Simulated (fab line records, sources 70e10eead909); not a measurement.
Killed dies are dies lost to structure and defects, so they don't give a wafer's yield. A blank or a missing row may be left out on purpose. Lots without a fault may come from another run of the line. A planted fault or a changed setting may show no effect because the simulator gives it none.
Which tool did it? | flow nand_harc | 24 lots, 72 wafers sampled, at 5 steps of a route of 1302

WHAT THE GAUGES READ, wafer by wafer
NHARC_P_BONDPAD_OVL_MEAS_38.
lot  | measured     | on         | overlay_x_nm (nm) | overlay_y_nm (nm)
L074 | day 6 18:31  | overlay-02 | -1 -1 -1          | 3 3 3
L075 | day 7 03:13  | overlay-02 | 7 7 7             | -8 -8 -8
L076 | day 7 07:42  | overlay-02 | -4 -4 -3          | 10 10 10
L077 | day 7 19:17  | overlay-02 | 2 2 2             | 4 5 4
L078 | day 8 15:22  | overlay-01 | -5 -4 -4          | -3 -4 -3
L079 | day 8 16:19  | overlay-02 | 15 15 15          | 9 9 8
L080 | day 9 00:28  | overlay-02 | -7 -6 -6          | -7 -6 -5
L081 | day 9 22:11  | overlay-02 | -5 -5 -6          | -11 -11 -11
L082 | day 10 02:40 | overlay-02 | -3 -3 -3          | -4 -3 -3
L083 | day 10 09:41 | overlay-01 | -2 -2 -2          | 7 6 7
L084 | day 10 18:05 | overlay-01 | -4 -5 -4          | 7 7 6
L085 | day 11 05:28 | overlay-02 | 1 1 2             | 1 1 0
L086 | day 11 12:26 | overlay-01 | -11 -11 -12       | 6 6 5
L089 | day 12 12:57 | overlay-02 | -8 -8 -8          | 4 3 3
L088 | day 12 13:46 | overlay-01 | -2 -2 -2          | -5 -5 -5
L087 | day 12 16:17 | overlay-01 | -4 -4 -4          | 6 6 6
L090 | day 13 09:22 | overlay-02 | 1 1 1             | 5 5 5
L091 | day 13 17:15 | overlay-02 | 2 1 1             | -6 -6 -6
L092 | day 14 00:11 | overlay-01 | 2 2 2             | -6 -6 -6
L093 | day 14 13:46 | overlay-02 | 1 1 1             | 7 8 7
L095 | day 15 04:26 | overlay-02 | -6 -6 -6          | 2 2 1
L094 | day 15 04:55 | overlay-01 | 0 0 1             | 4 5 4
L096 | day 15 21:01 | overlay-02 | -16 -16 -16       | -8 -9 -8
L097 | day 16 02:13 | overlay-01 | -8 -8 -8          | -7 -7 -7

NHARC_A_START_INSPECT_01.
lot  | measured     | on                | raw_defect_count
L074 | day 6 21:42  | defect_inspect-01 | 5 3 5
L075 | day 7 06:22  | defect_inspect-01 | 1 2 2
L076 | day 7 10:50  | defect_inspect-01 | 1 3 3
L077 | day 7 22:28  | defect_inspect-01 | 5 1 4
L078 | day 8 18:41  | defect_inspect-02 | 2 7 1
L079 | day 8 19:30  | defect_inspect-01 | 6 2 2
L080 | day 9 03:45  | defect_inspect-02 | 0 6 1
L081 | day 10 01:22 | defect_inspect-01 | 4 0 3
L082 | day 10 05:49 | defect_inspect-01 | 3 5 6
L083 | day 10 12:55 | defect_inspect-02 | 4 5 3
L084 | day 10 21:20 | defect_inspect-02 | 2 4 0
L085 | day 11 08:42 | defect_inspect-01 | 5 6 4
L086 | day 11 15:38 | defect_inspect-01 | 5 5 1
L089 | day 12 16:05 | defect_inspect-02 | 0 2 2
L088 | day 12 16:55 | defect_inspect-02 | 3 6 3
L087 | day 12 19:29 | defect_inspect-02 | 6 4 2
L090 | day 13 12:49 | defect_inspect-01 | 4 6 2
L091 | day 13 20:23 | defect_inspect-02 | 2 2 5
L092 | day 14 03:20 | defect_inspect-01 | 6 4 2
L093 | day 14 16:55 | defect_inspect-02 | 6 3 1
L095 | day 15 07:34 | defect_inspect-01 | 3 3 7
L094 | day 15 08:02 | defect_inspect-02 | 1 1 6
L096 | day 16 00:09 | defect_inspect-01 | 4 1 6
L097 | day 16 05:21 | defect_inspect-01 | 3 4 1

NHARC_A_ZERO_WELL_INSPECT_17.
lot  | measured     | on                | raw_defect_count
L074 | day 7 00:00  | defect_inspect-01 | 20 13 21
L075 | day 7 15:23  | defect_inspect-01 | 3 12 8
L076 | day 7 15:44  | defect_inspect-01 | 2 6 10
L077 | day 8 00:46  | defect_inspect-01 | 17 13 19
L078 | day 8 20:59  | defect_inspect-01 | 8 14 7
L079 | day 8 21:49  | defect_inspect-02 | 10 13 7
L080 | day 9 06:04  | defect_inspect-02 | 8 11 11
L081 | day 10 03:46 | defect_inspect-02 | 11 8 6
L082 | day 10 08:14 | defect_inspect-02 | 5 8 5
L083 | day 10 15:16 | defect_inspect-02 | 14 10 9
L084 | day 10 23:50 | defect_inspect-02 | 10 6 4
L085 | day 11 11:01 | defect_inspect-01 | 9 13 11
L086 | day 11 17:59 | defect_inspect-01 | 13 14 8
L089 | day 12 18:24 | defect_inspect-01 | 10 7 11
L088 | day 12 19:14 | defect_inspect-01 | 10 17 20
L087 | day 12 21:47 | defect_inspect-01 | 14 10 12
L090 | day 13 15:04 | defect_inspect-01 | 4 4 7
L091 | day 13 22:49 | defect_inspect-01 | 21 7 10
L092 | day 14 05:39 | defect_inspect-01 | 8 8 11
L093 | day 14 19:05 | defect_inspect-02 | 10 17 2
L095 | day 15 09:52 | defect_inspect-02 | 17 12 13
L094 | day 15 10:20 | defect_inspect-01 | 22 8 24
L096 | day 16 02:31 | defect_inspect-02 | 5 8 6
L097 | day 16 07:39 | defect_inspect-02 | 5 3 7

WHICH TOOL RAN EACH LOT (tool, then ch and the chambers of the sampled wafers, then the start)
lot  | NHARC_P_M2_ETCH_28                            | NHARC_P_M2_DEP_33
L074 | rie_diel-10 ch 0,1,2, day 6 16:50 or earlier  | pecvd-03 ch 0,1, day 6 16:50
L075 | rie_diel-10 ch 0,2,3, day 7 01:31 or earlier  | pecvd-04 ch 1,2, day 7 01:31
L076 | rie_diel-02 ch 0,1,3, day 7 06:04 or earlier  | pecvd-04 ch 1,2, day 7 06:04
L077 | rie_diel-02 ch 0,1,2, day 7 17:35 or earlier  | pecvd-04 ch 1,2, day 7 17:35
L078 | rie_diel-05 ch 2,3, day 8 13:44 or earlier    | pecvd-02 ch 0,1, day 8 13:44
L079 | rie_diel-02 ch 0,1,3, day 8 14:37 or earlier  | pecvd-03 ch 0,1, day 8 14:37
L080 | rie_diel-02 ch 0,1,2, day 8 22:46 or earlier  | pecvd-02 ch 0,1, day 8 22:46
L081 | rie_diel-05 ch 1,2,3, day 9 20:28 or earlier  | pecvd-04 ch 0,1,2, day 9 20:28
L082 | rie_diel-10 ch 0,2, day 10 01:05 or earlier   | pecvd-02 ch 1,2, day 10 01:05
L083 | rie_diel-10 ch 0,1,3, day 10 08:12 or earlier | pecvd-04 ch 1,2, day 10 08:12
L084 | rie_diel-10 ch 0,1,2, day 10 16:22 or earlier | pecvd-03 ch 1,2, day 10 16:22
L085 | rie_diel-02 ch 1,2,3, day 11 03:59 or earlier | pecvd-03 ch 0,1,2, day 11 03:59
L086 | rie_diel-02 ch 0,1,2, day 11 10:43 or earlier | pecvd-04 ch 0,1,2, day 11 10:43
L089 | rie_diel-05 ch 0,3, day 12 11:15 or earlier   | pecvd-02 ch 0,1,2, day 12 11:15
L088 | rie_diel-05 ch 0,1,3, day 12 12:05 or earlier | pecvd-03 ch 1,2, day 12 12:05
L087 | rie_diel-05 ch 1,2, day 12 14:34 or earlier   | pecvd-02 ch 0,1, day 12 14:34
L090 | rie_diel-10 ch 1,2, day 13 07:47 or earlier   | pecvd-03 ch 0,1,2, day 13 07:47
L091 | rie_diel-02 ch 0,1, day 13 15:33 or earlier   | pecvd-03 ch 0,1, day 13 15:33
L092 | rie_diel-10 ch 1,2,3, day 13 22:37 or earlier | pecvd-03 ch 0,1, day 13 22:37
L093 | rie_diel-05 ch 0,1,2, day 14 12:05 or earlier | pecvd-03 ch 0,1,2, day 14 12:05
L095 | rie_diel-05 ch 2,3, day 15 02:47 or earlier   | pecvd-03 ch 1,2, day 15 02:47
L094 | rie_diel-05 ch 0,1,2, day 15 03:14 or earlier | pecvd-04 ch 0,1, day 15 03:14
L096 | rie_diel-02 ch 1,2,3, day 15 19:25 or earlier | pecvd-02 ch 1,2, day 15 19:25
L097 | rie_diel-10 ch 1,2,3, day 16 00:38 or earlier | pecvd-03 ch 0,2, day 16 00:38
- NHARC_P_M2_ETCH_28: etches the open film in CF4/N2, target depth 30 nm, time 72.99 s.
- NHARC_P_M2_DEP_33: deposits SiCN, target thk 30 nm.

WHAT THE TOOLS THEMSELVES READ (means of the sampled wafers that have a number; where no wafer has one, the mark that the record gives instead)
NHARC_P_M2_ETCH_28.
lot  | tool        | cf4_flow_sccm (sccm) | drypump_motor_current_A (A) | mfc_ar_sccm (sccm) | oes_product_au (a.u.) | rf_vpp_V (V) | showerhead_plenum_p_Torr (Torr) | throttle_valve_pct (%)
L074 | rie_diel-10 | 50.00                | 5.3                         | 150.2              | 1.007                 | 313.6        | 2.56                            | 19.782
L075 | rie_diel-10 | 50.12                | 5.6                         | 149.8              | 0.996                 | 312.9        | 2.55                            | 19.797
L076 | rie_diel-02 | 49.84                | 5.8                         | 149.8              | 0.992                 | 314.9        | 2.65                            | 19.796
L077 | rie_diel-02 | 49.96                | 5.7                         | 149.4              | 0.995                 | 314.8        | 2.64                            | 19.799
L078 | rie_diel-05 | 49.96                | 6.1                         | 149.7              | 0.997                 | 314.8        | 2.63                            | 19.790
L079 | rie_diel-02 | 50.03                | 5.9                         | 150.0              | 0.985                 | 314.7        | 2.65                            | 19.795
L080 | rie_diel-02 | 49.89                | 5.7                         | 149.8              | 0.997                 | 314.2        | 2.63                            | 19.796
L081 | rie_diel-05 | 49.80                | 5.8                         | 149.9              | 1.008                 | 315.2        | 2.67                            | 19.795
L082 | rie_diel-10 | 49.96                | 5.1                         | 149.6              | 1.002                 | 313.0        | 2.55                            | 19.806
L083 | rie_diel-10 | 49.88                | 5.7                         | 150.2              | 1.008                 | 312.1        | 2.56                            | 19.796
L084 | rie_diel-10 | 50.09                | 5.3                         | 149.2              | 1.013                 | 312.6        | 2.56                            | 19.801
L085 | rie_diel-02 | 49.88                | 5.8                         | 150.2              | 0.995                 | 313.9        | 2.65                            | 19.789
L086 | rie_diel-02 | 50.12                | 5.7                         | 150.0              | 0.990                 | 314.6        | 2.63                            | 19.799
L089 | rie_diel-05 | 49.99                | 6.1                         | 150.0              | 1.009                 | 312.6        | 2.55                            | 19.796
L088 | rie_diel-05 | 50.07                | 5.8                         | 149.7              | 1.014                 | 314.3        | 2.59                            | 19.790
L087 | rie_diel-05 | 50.05                | 5.6                         | 150.1              | 0.992                 | 316.3        | 2.71                            | 19.787
L090 | rie_diel-10 | 50.09                | 5.4                         | 150.0              | 0.998                 | 312.6        | 2.53                            | 19.800
L091 | rie_diel-02 | 49.99                | 5.7                         | 150.4              | 0.998                 | 313.9        | 2.63                            | 19.784
L092 | rie_diel-10 | 50.15                | 5.8                         | 149.9              | 0.994                 | 311.5        | 2.51                            | 19.807
L093 | rie_diel-05 | 49.90                | 5.8                         | 149.7              | 1.007                 | 314.9        | 2.65                            | 19.787
L095 | rie_diel-05 | 50.05                | 6.1                         | 150.5              | 1.004                 | 314.0        | 2.63                            | 19.791
L094 | rie_diel-05 | 49.92                | 5.9                         | 150.1              | 1.006                 | 315.3        | 2.65                            | 19.792
L096 | rie_diel-02 | 49.92                | 5.8                         | 150.5              | 0.979                 | 314.5        | 2.64                            | 19.794
L097 | rie_diel-10 | 49.90                | 5.8                         | 150.2              | 0.993                 | 312.3        | 2.51                            | 19.798

NHARC_P_M2_DEP_33.
lot  | tool     | heater_power_w (W) | susceptor_temp_C (C)
L074 | pecvd-03 | 529                | 370.00
L075 | pecvd-04 | 623                | 370.09
L076 | pecvd-04 | 568                | 370.14
L077 | pecvd-04 | 629                | 370.11
L078 | pecvd-02 | 519                | 369.85
L079 | pecvd-03 | 510                | 370.06
L080 | pecvd-02 | 535                | 369.97
L081 | pecvd-04 | 656                | 370.09
L082 | pecvd-02 | 488                | 370.00
L083 | pecvd-04 | 623                | 370.02
L084 | pecvd-03 | 505                | 370.05
L085 | pecvd-03 | 539                | 369.98
L086 | pecvd-04 | 656                | 370.14
L089 | pecvd-02 | 503                | 369.89
L088 | pecvd-03 | 546                | 369.87
L087 | pecvd-02 | 576                | 369.98
L090 | pecvd-03 | 495                | 369.92
L091 | pecvd-03 | 532                | 369.97
L092 | pecvd-03 | 536                | 370.04
L093 | pecvd-03 | 532                | 370.29
L095 | pecvd-03 | 500                | 369.94
L094 | pecvd-04 | 596                | 370.22
L096 | pecvd-02 | 506                | 369.98
L097 | pecvd-03 | 532                | 369.89

THE ANSWER, worked out from the rows above alone
Rule: what is usual is taken from the lots themselves. Put in order of their means at a reading, lots are off if they are a third of the lots or fewer, leave a main group of 4 or more, and stand apart from it by a gap of 3 or more times the standard deviation of the main group's means; of several such gaps the widest counts. A main group whose means are all the same, to the digits that the tables above print for the reading, isn't used. A lot without any number at a reading at which 4 lots or more have one is off too. The other lots that the step has rows for count as sound. The gauges are gone through in route order, then the tools' own readings, and for those a lot's mean is taken as printed above. The first step at which some lot is off is used, and at that step the reading that is off furthest; a lot without a number counts as furthest.
No lot is off at any reading shown: from this, nothing can be told.

WHAT THE SIMULATOR HAD PUT IN
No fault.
